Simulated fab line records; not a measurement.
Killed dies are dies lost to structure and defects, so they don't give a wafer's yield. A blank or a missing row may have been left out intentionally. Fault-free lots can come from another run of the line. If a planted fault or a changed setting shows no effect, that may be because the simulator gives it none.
fab line records	flow n5-finfet
record lots=24	wafers=72	last-day=18
route steps=1938 shown FIN_CUT@176 STI_FIN_REVEAL@188 DUMMY_GATE@219
lots that met no fault: from a run of the same line without faults
start-h: the number of hours between the record's first day and the start of the first shown wafer of the lot	wait-h: how many hours have passed since the lot's step before this one	" identical to the entry in the row above	L1.1+2: several wafers, shown together as one row	- value missing, or start not given	* or withheld: withheld	< > ~ a bound
route shown NAME@n: NAME is a module with steps in the file, n the number in the route of the first one	usual: mean and standard deviation over wafers with no fault	same: alike in all rows	chamber/n: place in a boat	sites: readings site by site	_std_site: their standard deviation	_edge_site: the outer-site mean with the inner-site mean subtracted	radius-mm: how far each site lies from the wafer's centre	mask NAME#n: copy n	behind: the last tool/chamber to shape the wafer	hold: the reason the lot was held/the length of the hold in hours/how it ended	device: which transistor (n, p or np) failed to switch	end of line: tests run on the same wafers once the route is complete	for a step that has no rows: nothing shown but its recipe	killed: count of dies lost to structure and defects at first sort (not the wafer's yield)	map: shows each die of a wafer: x if killed, . if not, _ if none is there
set.NAME: the setting that was run; set.NAME@STEP: the one run at that earlier step	model.NAME: the simulator's own value behind a step, which no gauge read
steps of the route over a sample of lots; a table a step, a row a wafer
services: from which hour (start-h, from the record's first day; less than 0 if before it) a tool's chamber was out of use, for how many hours, and why
## steps
# step N5_FIN_CUT_CUT_ETCH_15
# recipe chemistry=HBr/Cl2/O2	target=Si	target-depth-a=1000	bt-time-s=10	mask-material=SOC	time-s=42.4	ion-energy-ev=*	bias-w=*	pressure-mtorr=10	icp-w=800	HBr_flow_sccm=150	Cl2_flow_sccm=80	O2_flow_sccm=12
# usual drypump-motor-current-A=5.8/0.47	oes-product-au=0.992/0.013	throttle-valve-pct=36.96/0.28
lot.wafer	tool	chamber	start-h	wait-h	drypump-motor-current-A	oes-product-au	rf-hours-counter-h	throttle-valve-pct
L074.1	rie-si-05	2	26.56	0.1	4.9	0.997	151	36.71
L074.2	"	3	"	"	6.1	0.990	107	36.73
L074.3	"	1	"	"	5.7	0.996	86	36.69
L075.1	rie-si-02	2	32.67	0.1	6.0	0.996	2	37.42
L075.5	"	1	"	"	6.2	0.974	-	36.80
L075.6	"	2	"	"	6.0	0.990	-	37.41
L076.1	rie-si-05	0	38.95	0.1	6.0	1.006	192	36.86
L076.3	"	1	"	"	5.8	0.998	86	36.69
L076.4	"	2	"	"	4.9	1.000	151	36.73
L077.1	rie-si-05	2	44.96	0.1	4.9	0.992	151	36.72
L077.5	"	1	"	"	5.7	0.997	-	36.72
L077.6	"	2	"	"	4.9	0.996	-	36.72
L078.3	rie-si-04	0	52.16	0.0	5.8	0.968	179	37.63
L078.4	"	3	"	"	5.5	1.008	79	37.17
L078.6	"	3	"	"	5.5	1.002	-	37.16
L079.2	rie-si-04	1	57.56	0.1	6.1	0.995	3	36.90
L079.3	"	3	"	"	5.5	0.999	79	37.15
L079.4	"	2	"	"	6.1	1.009	77	36.91
L080.1	rie-si-05	2	64.79	0.1	4.9	1.006	152	36.71
L080.3	"	3	"	"	6.1	0.992	107	36.73
L080.5	"	2	"	"	4.9	0.997	-	36.74
L081.1	rie-si-04	1	69.90	0.1	6.1	0.992	4	36.88
L081.4	"	3	"	"	5.5	1.004	80	37.17
L081.6	"	0	"	"	5.8	0.974	-	37.60
L082.1	rie-si-05	1	74.87	0.1	5.8	0.996	87	36.69
L082.4	"	0	"	"	6.0	1.005	193	36.86
L082.5	"	0	"	"	6.0	1.008	-	36.87
L083.2	rie-si-04	2	82.88	0.1	6.1	1.011	77	36.92
L083.5	"	3	"	"	5.5	1.005	-	37.16
L083.6	"	2	"	"	6.0	1.006	-	36.91
L084.1	rie-si-05	0	88.02	0.1	6.0	1.011	193	36.86
L084.4	"	1	"	"	5.7	0.998	87	36.69
L084.5	"	2	"	"	4.9	0.996	-	36.73
L085.1	rie-si-04	3	95.89	0.1	5.5	0.998	80	37.17
L085.4	"	2	"	"	6.1	1.013	78	36.92
L085.6	"	0	"	"	5.8	0.975	-	37.63
L086.1	rie-si-04	3	101.57	0.1	5.5	0.997	80	37.16
L086.4	"	2	"	"	6.0	1.004	78	36.93
L086.5	"	3	"	"	5.5	1.005	-	37.17
L087.3	rie-si-02	0	105.36	0.0	5.0	0.973	162	37.06
L087.4	"	1	"	"	6.2	0.984	-	36.81
L087.6	"	0	"	"	4.9	0.973	-	37.05
L088.1	rie-si-02	3	112.94	0.1	6.3	1.003	119	36.84
L088.2	"	0	"	"	4.9	0.966	162	37.04
L088.6	"	3	"	"	6.3	1.000	-	36.84
L089.1	rie-si-02	1	118.03	0.1	6.2	0.973	154	36.80
L089.2	"	3	"	"	6.3	0.999	120	36.85
L089.4	"	0	"	"	4.9	0.971	162	37.07
L090.1	rie-si-05	0	124.07	0.1	6.0	1.008	193	36.85
L090.2	"	1	"	"	5.8	1.002	88	36.70
L090.3	"	2	"	"	4.9	0.994	153	36.72
L091.1	rie-si-05	1	131.05	0.1	5.7	1.004	88	36.70
L091.4	"	0	"	"	6.0	1.009	194	36.87
L091.6	"	2	"	"	4.9	0.995	-	36.72
L092.1	rie-si-02	1	134.75	0.1	6.2	0.981	154	36.78
L092.2	"	2	"	"	6.0	0.991	4	37.43
L092.3	"	0	"	"	4.9	0.970	163	37.05
L093.3	rie-si-02	2	140.50	0.0	6.0	0.994	4	37.44
L093.4	"	3	"	"	6.3	0.997	120	36.85
L093.6	"	0	"	"	4.9	0.966	-	37.05
L094.1	rie-si-02	3	146.83	0.1	6.3	1.002	120	36.86
L094.4	"	1	"	"	6.2	0.974	154	36.81
L094.6	"	3	"	"	6.3	0.991	-	36.85
L095.2	rie-si-05	3	153.70	0.1	6.1	0.982	109	36.73
L095.3	"	2	"	"	4.9	0.986	154	36.72
L095.6	"	2	"	"	4.9	0.992	-	36.74
L096.1	rie-si-04	1	159.74	0.1	6.1	0.999	5	36.88
L096.2	"	0	"	"	5.8	0.975	181	37.63
L096.5	"	1	"	"	6.1	0.999	-	36.91
L097.1	rie-si-02	1	166.35	0.1	6.3	0.973	155	36.79
L097.4	"	3	"	"	6.3	0.998	120	36.85
L097.6	"	1	"	"	6.2	0.967	-	36.79
# step N5_FIN_CUT_CUT_ETCH_28
# recipe chemistry=HBr/Cl2/O2	target=Si	target-depth-a=60	mask-material=SOC	time-s=2.4	ion-energy-ev=*	bias-w=*	pressure-mtorr=10	icp-w=800	HBr_flow_sccm=150	Cl2_flow_sccm=80	O2_flow_sccm=12
# usual drypump-motor-current-A=5.8/0.48	oes-product-au=0.992/0.014	throttle-valve-pct=36.96/0.28
lot.wafer	tool	chamber	start-h	wait-h	drypump-motor-current-A	oes-product-au	rf-hours-counter-h	throttle-valve-pct
L074.1	rie-si-05	2	26.61	0.0	4.9	0.992	151	36.73
L074.2	"	3	"	"	6.1	0.994	107	36.74
L074.3	"	1	"	"	5.8	0.990	86	36.71
L075.1	rie-si-02	2	32.73	0.0	6.0	0.985	2	37.42
L075.5	"	1	"	"	6.2	0.981	-	36.81
L075.6	"	2	"	"	6.0	1.000	-	37.43
L076.1	rie-si-05	0	39.00	0.0	6.0	1.010	192	36.84
L076.3	"	1	"	"	5.8	0.995	86	36.72
L076.4	"	2	"	"	4.9	0.996	151	36.71
L077.1	rie-si-05	2	45.02	0.0	4.9	0.992	151	36.73
L077.5	"	1	"	"	5.8	0.999	-	36.69
L077.6	"	2	"	"	4.9	0.999	-	36.72
L078.3	rie-si-04	0	52.22	0.0	5.8	0.980	179	37.62
L078.4	"	3	"	"	5.5	1.008	79	37.14
L078.6	"	3	"	"	5.5	1.006	-	37.16
L079.2	rie-si-04	1	57.61	0.0	6.1	1.000	3	36.87
L079.3	"	3	"	"	5.5	0.998	79	37.16
L079.4	"	2	"	"	6.0	1.004	77	36.91
L080.1	rie-si-05	2	64.85	0.0	4.9	0.995	152	36.71
L080.3	"	3	"	"	6.1	0.984	107	36.73
L080.5	"	2	"	"	4.9	0.991	-	36.72
L081.1	rie-si-04	1	69.96	0.0	6.1	0.988	4	36.88
L081.4	"	3	"	"	5.5	1.005	80	37.16
L081.6	"	0	"	"	5.7	0.981	-	37.61
L082.1	rie-si-05	1	74.92	0.0	5.8	0.999	87	36.69
L082.4	"	0	"	"	6.0	1.014	193	36.84
L082.5	"	0	"	"	6.0	1.011	-	36.85
L083.2	rie-si-04	2	82.93	0.0	6.1	1.008	77	36.91
L083.5	"	3	"	"	5.5	1.001	-	37.16
L083.6	"	2	"	"	6.1	1.012	-	36.92
L084.1	rie-si-05	0	88.07	0.0	6.0	1.014	193	36.85
L084.4	"	1	"	"	5.7	0.998	87	36.70
L084.5	"	2	"	"	4.9	0.995	-	36.72
L085.1	rie-si-04	3	95.95	0.0	5.5	0.991	80	37.16
L085.4	"	2	"	"	6.1	1.017	78	36.93
L085.6	"	0	"	"	5.8	0.979	-	37.62
L086.1	rie-si-04	3	101.62	0.0	5.5	1.007	80	37.15
L086.4	"	2	"	"	6.1	1.017	78	36.92
L086.5	"	3	"	"	5.5	1.006	-	37.17
L087.3	rie-si-02	0	105.42	0.0	4.9	0.965	162	37.06
L087.4	"	1	"	"	6.2	0.972	-	36.79
L087.6	"	0	"	"	4.9	0.961	-	37.05
L088.1	rie-si-02	3	113.00	0.0	6.3	0.996	119	36.84
L088.2	"	0	"	"	4.9	0.965	162	37.04
L088.6	"	3	"	"	6.3	1.001	-	36.84
L089.1	rie-si-02	1	118.08	0.0	6.2	0.974	154	36.80
L089.2	"	3	"	"	6.3	0.985	120	36.87
L089.4	"	0	"	"	4.9	0.973	162	37.05
L090.1	rie-si-05	0	124.12	0.0	6.0	1.005	193	36.84
L090.2	"	1	"	"	5.8	1.003	88	36.70
L090.3	"	2	"	"	4.9	0.991	153	36.74
L091.1	rie-si-05	1	131.11	0.0	5.8	1.001	88	36.69
L091.4	"	0	"	"	6.0	1.019	194	36.84
L091.6	"	2	"	"	4.9	0.995	-	36.71
L092.1	rie-si-02	1	134.80	0.0	6.2	0.970	154	36.80
L092.2	"	2	"	"	6.0	0.985	4	37.43
L092.3	"	0	"	"	4.9	0.964	163	37.06
L093.3	rie-si-02	2	140.55	0.0	6.0	0.989	4	37.44
L093.4	"	3	"	"	6.3	0.997	120	36.84
L093.6	"	0	"	"	4.9	0.965	-	37.04
L094.1	rie-si-02	3	146.88	0.0	6.3	0.999	120	36.84
L094.4	"	1	"	"	6.3	0.981	154	36.80
L094.6	"	3	"	"	6.3	0.999	-	36.84
L095.2	rie-si-05	3	153.76	0.0	6.1	0.992	109	36.72
L095.3	"	2	"	"	4.9	0.987	154	36.72
L095.6	"	2	"	"	4.9	0.995	-	36.71
L096.1	rie-si-04	1	159.80	0.0	6.1	0.996	5	36.88
L096.2	"	0	"	"	5.8	0.981	181	37.64
L096.5	"	1	"	"	6.1	0.993	-	36.87
L097.1	rie-si-02	1	166.41	0.0	6.2	0.978	155	36.81
L097.4	"	3	"	"	6.3	1.004	120	36.85
L097.6	"	1	"	"	6.2	0.980	-	36.79
# step N5_STI_FIN_REVEAL_THK_MEAS_05
# usual thk-nm=131.8/1
lot.wafer	tool	chamber	start-h	wait-h	thk-nm
L074.1	film-metro-02	-	32.26	-	130.9
L074.2	"	-	"	"	131.8
L074.3	"	-	"	"	130.2
L075.1	film-metro-01	-	38.37	-	130.9
L075.5	"	-	"	"	131.6
L075.6	"	-	"	"	131.6
L076.1	film-metro-01	-	45.24	-	132.0
L076.3	"	-	"	"	132.0
L076.4	"	-	"	"	131.5
L077.1	film-metro-01	-	50.77	-	132.5
L077.5	"	-	"	"	131.6
L077.6	"	-	"	"	132.9
L078.3	film-metro-02	-	58.44	-	131.2
L078.4	"	-	"	"	130.7
L078.6	"	-	"	"	131.4
L079.2	film-metro-01	-	63.26	-	132.1
L079.3	"	-	"	"	132.5
L079.4	"	-	"	"	131.7
L080.1	film-metro-01	-	70.52	-	130.3
L080.3	"	-	"	"	131.0
L080.5	"	-	"	"	130.4
L081.1	film-metro-01	-	75.70	-	131.4
L081.4	"	-	"	"	131.1
L081.6	"	-	"	"	132.5
L082.1	film-metro-02	-	80.58	-	132.4
L082.4	"	-	"	"	134.0
L082.5	"	-	"	"	133.0
L083.2	film-metro-02	-	89.20	-	132.1
L083.5	"	-	"	"	131.0
L083.6	"	-	"	"	130.9
L084.1	film-metro-01	-	93.72	-	130.9
L084.4	"	-	"	"	131.7
L084.5	"	-	"	"	131.9
L085.1	film-metro-02	-	103.21	-	132.6
L085.4	"	-	"	"	131.9
L085.6	"	-	"	"	131.7
L086.1	film-metro-01	-	107.35	-	133.4
L086.4	"	-	"	"	132.9
L086.5	"	-	"	"	133.7
L087.3	film-metro-01	-	112.64	-	132.9
L087.4	"	-	"	"	132.6
L087.6	"	-	"	"	132.8
L088.1	film-metro-01	-	119.35	-	133.4
L088.2	"	-	"	"	132.8
L088.6	"	-	"	"	133.6
L089.1	film-metro-01	-	124.02	-	131.2
L089.2	"	-	"	"	132.0
L089.4	"	-	"	"	132.0
L090.1	film-metro-02	-	129.81	-	132.4
L090.2	"	-	"	"	130.5
L090.3	"	-	"	"	130.5
L091.1	film-metro-02	-	136.75	-	130.6
L091.4	"	-	"	"	132.1
L091.6	"	-	"	"	133.2
L092.1	film-metro-02	-	140.46	-	132.9
L092.2	"	-	"	"	133.2
L092.3	"	-	"	"	132.2
L093.3	film-metro-01	-	146.86	-	130.8
L093.4	"	-	"	"	132.1
L093.6	"	-	"	"	131.6
L094.1	film-metro-01	-	152.53	-	133.0
L094.4	"	-	"	"	132.8
L094.6	"	-	"	"	132.9
L095.2	film-metro-02	-	160.22	-	130.0
L095.3	"	-	"	"	129.8
L095.6	"	-	"	"	130.8
L096.1	film-metro-01	-	165.44	-	131.4
L096.2	"	-	"	"	130.5
L096.5	"	-	"	"	129.8
L097.1	film-metro-02	-	172.07	-	132.2
L097.4	"	-	"	"	130.6
L097.6	"	-	"	"	129.9
# step N5_DUMMY_GATE_THK_MEAS_05
# usual thk-nm=72.0/0.98
lot.wafer	tool	chamber	start-h	wait-h	thk-nm
L074.1	film-metro-02	-	39.80	0.2	69.9
L074.2	"	-	"	"	71.5
L074.3	"	-	"	"	71.1
L075.1	film-metro-01	-	46.07	0.2	72.3
L075.5	"	-	"	"	70.4
L075.6	"	-	"	"	72.7
L076.1	film-metro-01	-	53.82	0.1	71.7
L076.3	"	-	"	"	70.9
L076.4	"	-	"	"	70.8
L077.1	film-metro-01	-	58.49	0.1	71.6
L077.5	"	-	"	"	72.4
L077.6	"	-	"	"	71.9
L078.3	film-metro-02	-	66.51	0.1	71.6
L078.4	"	-	"	"	71.1
L078.6	"	-	"	"	70.0
L079.2	film-metro-01	-	71.07	0.1	71.2
L079.3	"	-	"	"	71.9
L079.4	"	-	"	"	71.6
L080.1	film-metro-01	-	77.98	0.1	72.0
L080.3	"	-	"	"	70.4
L080.5	"	-	"	"	71.5
L081.1	film-metro-02	-	83.32	0.2	71.9
L081.4	"	-	"	"	71.5
L081.6	"	-	"	"	71.6
L082.1	film-metro-02	-	88.67	0.1	72.3
L082.4	"	-	"	"	72.1
L082.5	"	-	"	"	73.8
L083.2	film-metro-02	-	97.13	0.2	72.1
L083.5	"	-	"	"	71.4
L083.6	"	-	"	"	71.3
L084.1	film-metro-02	-	102.05	0.1	72.7
L084.4	"	-	"	"	73.1
L084.5	"	-	"	"	72.8
L085.1	film-metro-01	-	111.41	0.1	71.9
L085.4	"	-	"	"	72.4
L085.6	"	-	"	"	72.7
L086.1	film-metro-01	-	115.04	0.2	71.8
L086.4	"	-	"	"	72.9
L086.5	"	-	"	"	71.6
L087.3	film-metro-01	-	120.11	0.2	73.6
L087.4	"	-	"	"	73.6
L087.6	"	-	"	"	75.1
L088.1	film-metro-02	-	126.90	0.1	71.9
L088.2	"	-	"	"	73.8
L088.6	"	-	"	"	72.9
L089.1	film-metro-01	-	133.35	0.1	72.6
L089.2	"	-	"	"	72.7
L089.4	"	-	"	"	73.1
L090.1	film-metro-01	-	139.23	0.2	71.9
L090.2	"	-	"	"	72.9
L090.3	"	-	"	"	71.4
L091.1	film-metro-01	-	146.21	0.1	71.8
L091.4	"	-	"	"	73.2
L091.6	"	-	"	"	72.2
L092.1	film-metro-02	-	149.10	0.2	72.7
L092.2	"	-	"	"	72.9
L092.3	"	-	"	"	72.5
L093.3	film-metro-01	-	157.90	0.2	71.9
L093.4	"	-	"	"	72.2
L093.6	"	-	"	"	71.4
L094.1	film-metro-02	-	160.59	0.1	72.7
L094.4	"	-	"	"	71.0
L094.6	"	-	"	"	72.1
L095.2	film-metro-02	-	168.07	0.2	71.4
L095.3	"	-	"	"	72.4
L095.6	"	-	"	"	70.8
L096.1	film-metro-02	-	173.10	0.2	72.7
L096.2	"	-	"	"	72.3
L096.5	"	-	"	"	72.6
L097.1	film-metro-02	-	181.42	0.1	72.6
L097.4	"	-	"	"	73.7
L097.6	"	-	"	"	72.9
# step N5_DUMMY_GATE_CD_MEAS_24
# recipe target-cd-nm=15
# usual cd-nm=15.0/0.32
lot.wafer	tool	chamber	start-h	wait-h	cd-nm
L074.1	cd-sem-02	-	45.43	0.1	15.1
L074.2	"	-	"	"	15.8
L074.3	"	-	"	"	15.2
L075.1	cd-sem-02	-	51.52	0.1	14.9
L075.5	"	-	"	"	14.5
L075.6	"	-	"	"	14.8
L076.1	cd-sem-01	-	59.28	0.1	14.9
L076.3	"	-	"	"	14.8
L076.4	"	-	"	"	15.4
L077.1	cd-sem-01	-	64.14	0.1	14.9
L077.5	"	-	"	"	14.9
L077.6	"	-	"	"	15.2
L078.3	cd-sem-03	-	72.06	0.1	15.5
L078.4	"	-	"	"	14.8
L078.6	"	-	"	"	14.9
L079.2	cd-sem-03	-	76.38	0.1	14.8
L079.3	"	-	"	"	15.0
L079.4	"	-	"	"	14.7
L080.1	cd-sem-01	-	83.53	0.1	14.8
L080.3	"	-	"	"	14.3
L080.5	"	-	"	"	15.1
L081.1	cd-sem-01	-	88.78	0.1	14.6
L081.4	"	-	"	"	14.9
L081.6	"	-	"	"	14.9
L082.1	cd-sem-02	-	93.99	0.1	15.5
L082.4	"	-	"	"	15.1
L082.5	"	-	"	"	15.6
L083.2	cd-sem-01	-	102.79	0.1	14.7
L083.5	"	-	"	"	14.7
L083.6	"	-	"	"	14.3
L084.1	cd-sem-01	-	107.42	0.1	15.2
L084.4	"	-	"	"	15.5
L084.5	"	-	"	"	14.7
L085.1	cd-sem-01	-	116.70	0.1	14.9
L085.4	"	-	"	"	15.5
L085.6	"	-	"	"	15.1
L086.1	cd-sem-03	-	120.33	0.1	15.0
L086.4	"	-	"	"	15.1
L086.5	"	-	"	"	14.9
L087.3	cd-sem-03	-	125.42	0.1	15.2
L087.4	"	-	"	"	15.5
L087.6	"	-	"	"	14.7
L088.1	cd-sem-03	-	132.38	0.1	14.9
L088.2	"	-	"	"	15.4
L088.6	"	-	"	"	15.1
L089.1	cd-sem-01	-	138.64	0.1	15.0
L089.2	"	-	"	"	15.1
L089.4	"	-	"	"	14.6
L090.1	cd-sem-03	-	147.01	0.1	15.0
L090.2	"	-	"	"	15.2
L090.3	"	-	"	"	15.2
L091.1	cd-sem-01	-	154.32	0.1	15.0
L091.4	"	-	"	"	14.9
L091.6	"	-	"	"	14.7
L092.1	cd-sem-01	-	154.84	0.1	15.1
L092.2	"	-	"	"	15.6
L092.3	"	-	"	"	15.2
L093.3	cd-sem-01	-	165.17	0.1	14.9
L093.4	"	-	"	"	15.0
L093.6	"	-	"	"	15.1
L094.1	cd-sem-02	-	167.96	0.1	14.4
L094.4	"	-	"	"	15.1
L094.6	"	-	"	"	14.7
L095.2	cd-sem-02	-	173.49	0.1	15.1
L095.3	"	-	"	"	15.0
L095.6	"	-	"	"	15.0
L096.1	cd-sem-01	-	178.39	0.1	14.6
L096.2	"	-	"	"	14.8
L096.5	"	-	"	"	14.7
L097.1	cd-sem-01	-	187.23	0.1	15.0
L097.4	"	-	"	"	14.9
L097.6	"	-	"	"	14.6
# step N5_DUMMY_GATE_ETCH_42
# recipe chemistry=CHF3/O2	target=SiO2	target-depth-a=35	time-s=31	ion-energy-ev=30	bias-w=12	pressure-mtorr=30	source-w=600	Ar_flow_sccm=200	CHF3_flow_sccm=50	O2_flow_sccm=5
# usual drypump-motor-current-A=5.7/0.33	oes-product-au=0.77/0.057	rf-vpp-V=42.4/0.83	showerhead-plenum-p-Torr=2.40/0.1	throttle-valve-pct=18.89/0.19
lot.wafer	tool	chamber	start-h	wait-h	drypump-motor-current-A	oes-product-au	rf-hours-counter-h	rf-vpp-V	showerhead-plenum-p-Torr	throttle-valve-pct
L074.1	rie-diel-06	0	45.55	0.1	5.7	0.85	66	43.0	2.54	18.78
L074.2	"	1	"	"	6.0	0.81	95	43.0	2.24	19.11
L074.3	"	2	"	"	5.9	0.76	125	42.9	2.32	19.07
L075.1	rie-diel-02	1	51.71	0.2	6.3	0.83	61	43.8	2.54	19.05
L075.5	"	2	"	"	5.5	0.83	-	42.9	2.34	18.61
L075.6	"	3	"	"	5.5	0.78	-	42.4	2.41	18.78
L076.1	rie-diel-02	0	59.32	0.0	5.4	0.72	199	42.1	2.49	18.75
L076.3	"	3	"	"	5.5	0.77	122	41.3	2.41	18.81
L076.4	"	2	"	"	5.5	0.83	74	43.2	2.34	18.63
L077.1	rie-diel-02	3	64.19	0.0	5.5	0.79	123	41.5	2.41	18.80
L077.5	"	0	"	"	5.4	0.73	-	42.9	2.48	18.74
L077.6	"	3	"	"	5.5	0.78	-	42.5	2.41	18.81
L078.3	rie-diel-02	1	72.32	0.3	6.3	0.83	66	41.4	2.54	19.07
L078.4	"	2	"	"	5.5	0.82	78	41.5	2.34	18.61
L078.6	"	2	"	"	5.5	0.82	-	42.1	2.34	18.62
L079.2	rie-diel-06	2	76.42	0.0	5.9	0.75	134	43.5	2.32	19.06
L079.3	"	3	"	"	5.3	0.69	235	42.4	2.28	18.72
L079.4	"	1	"	"	6.0	0.79	104	42.8	2.24	19.12
L080.1	rie-diel-06	1	83.71	0.2	5.9	0.78	107	43.0	2.24	19.14
L080.3	"	2	"	"	5.9	0.76	136	43.7	2.32	19.07
L080.5	"	1	"	"	5.9	0.79	-	42.9	2.24	19.13
L081.1	rie-diel-06	2	88.83	0.0	5.9	0.74	138	40.0	2.32	19.07
L081.4	"	1	"	"	5.9	0.79	108	41.9	2.24	19.13
L081.6	"	2	"	"	5.9	0.75	-	41.4	2.32	19.08
L082.1	rie-diel-05	2	94.03	0.0	6.0	0.73	180	41.2	2.49	18.55
L082.4	"	0	"	"	6.2	0.76	138	42.9	2.42	18.77
L082.5	"	0	"	"	6.2	0.76	-	42.1	2.42	18.78
L083.2	rie-diel-02	1	102.84	0.0	6.3	0.82	76	42.5	2.54	19.08
L083.5	"	1	"	"	6.3	0.83	-	41.6	2.54	19.08
L083.6	"	2	"	"	5.5	0.81	-	43.2	2.34	18.65
L084.1	rie-diel-05	1	107.58	0.2	5.2	0.95	4	42.2	2.37	18.68
L084.4	"	0	"	"	6.2	0.75	-	42.1	2.42	18.79
L084.5	"	2	"	"	6.1	0.73	-	42.0	2.49	18.55
L085.1	rie-diel-02	0	116.74	0.0	5.4	0.72	219	44.3	2.48	18.77
L085.4	"	1	"	"	6.4	0.82	81	42.9	2.53	19.09
L085.6	"	1	"	"	6.3	0.81	-	43.1	2.53	19.08
L086.1	rie-diel-06	2	120.38	0.0	5.9	0.74	145	41.6	2.32	19.10
L086.4	"	3	"	"	5.3	0.69	246	43.5	2.28	18.74
L086.5	"	1	"	"	5.9	0.78	-	42.8	2.24	19.14
L087.3	rie-diel-02	1	125.47	0.0	6.3	0.81	83	41.7	2.53	19.08
L087.4	"	2	"	"	5.5	0.80	93	42.6	2.34	18.64
L087.6	"	1	"	"	6.4	0.80	-	43.4	2.53	19.09
L088.1	rie-diel-06	3	132.52	0.1	5.3	0.68	249	40.5	2.28	18.74
L088.2	"	1	"	"	5.9	0.78	120	42.3	2.24	19.15
L088.6	"	3	"	"	5.3	0.67	-	40.8	2.28	18.74
L089.1	rie-diel-02	0	138.69	0.0	5.4	0.70	225	42.8	2.48	18.79
L089.2	"	2	"	"	5.5	0.79	97	41.9	2.34	18.67
L089.4	"	3	"	"	5.5	0.75	145	42.9	2.40	18.83
L090.1	rie-diel-06	1	147.07	0.0	5.9	0.77	124	43.1	2.23	19.16
L090.2	"	0	"	"	5.7	0.82	95	40.9	2.53	18.81
L090.3	"	2	"	"	5.8	0.74	153	40.5	2.31	19.10
L091.1	rie-diel-05	0	154.37	0.0	6.1	0.74	155	42.7	2.42	18.81
L091.4	"	3	"	"	5.6	0.96	6	43.3	2.38	18.62
L091.6	"	0	"	"	6.2	0.73	-	43.0	2.42	18.81
L092.1	rie-diel-06	2	154.89	0.0	5.8	0.74	155	42.0	2.31	19.09
L092.2	"	1	"	"	5.9	0.77	126	42.6	2.23	19.16
L092.3	"	1	"	"	5.9	0.78	-	43.5	2.23	19.18
L093.3	rie-diel-02	2	165.21	0.0	5.5	0.78	105	41.7	2.33	18.68
L093.4	"	0	"	"	5.4	0.70	233	42.3	2.47	18.81
L093.6	"	3	"	"	5.5	0.75	-	43.0	2.40	18.85
L094.1	rie-diel-06	2	168.04	0.1	5.8	0.72	160	42.2	2.31	19.11
L094.4	"	2	"	"	5.8	0.73	-	43.2	2.31	19.12
L094.6	"	1	"	"	5.9	0.78	-	40.4	2.23	19.18
L095.2	rie-diel-02	0	173.68	0.2	5.4	0.69	236	41.9	2.47	18.80
L095.3	"	1	"	"	6.3	0.80	98	42.9	2.53	19.11
L095.6	"	0	"	"	5.4	0.69	-	42.5	2.47	18.80
L096.1	rie-diel-06	0	178.55	0.2	5.7	0.82	104	43.4	2.52	18.83
L096.2	"	1	"	"	5.9	0.76	136	42.1	2.23	19.19
L096.5	"	0	"	"	5.7	0.81	-	42.2	2.52	18.83
L097.1	rie-diel-02	0	187.28	0.0	5.4	0.69	240	42.0	2.47	18.81
L097.4	"	0	"	"	5.4	0.70	-	43.8	2.47	18.81
L097.6	"	3	"	"	5.5	0.74	-	42.5	2.40	18.88
## services
tool	chamber	start-h	hours	kind
rie-si-05	0	4.67	3.3	repair
rie-diel-02	2	12.84	2.6	repair
rie-diel-02	1	36.31	3.8	repair
rie-si-04	-	55.76	1.7	repair
rie-diel-02	-	56.32	2.8	pm
rie-diel-05	0	56.42	14.8	repair
rie-diel-05	1	74.20	-	clean
rie-diel-05	1	74.20	-	consumable-replace:focus-ring
rie-si-05	0	93.95	2.6	repair
rie-si-02	3	99.00	7.2	repair
rie-diel-06	3	106.80	1.2	repair
rie-diel-06	-	110.12	0.7	repair
rie-si-05	0	145.84	-	clean
rie-si-05	0	145.84	24.0	scheduled-down
rie-si-05	0	145.84	24.0	vent-cycle
rie-diel-06	0	151.75	8.8	repair
rie-diel-06	3	160.69	-	clean
rie-diel-06	3	160.69	-	consumable-replace:focus-ring
rie-diel-06	3	160.69	-	consumable-replace:showerhead
rie-diel-06	3	160.69	18.1	scheduled-down
rie-diel-06	3	160.69	18.1	vent-cycle
rie-si-05	0	179.77	2.8	repair
rie-diel-06	1	185.66	1.9	repair
rie-diel-02	2	186.31	1.2	repair
## key
fault none
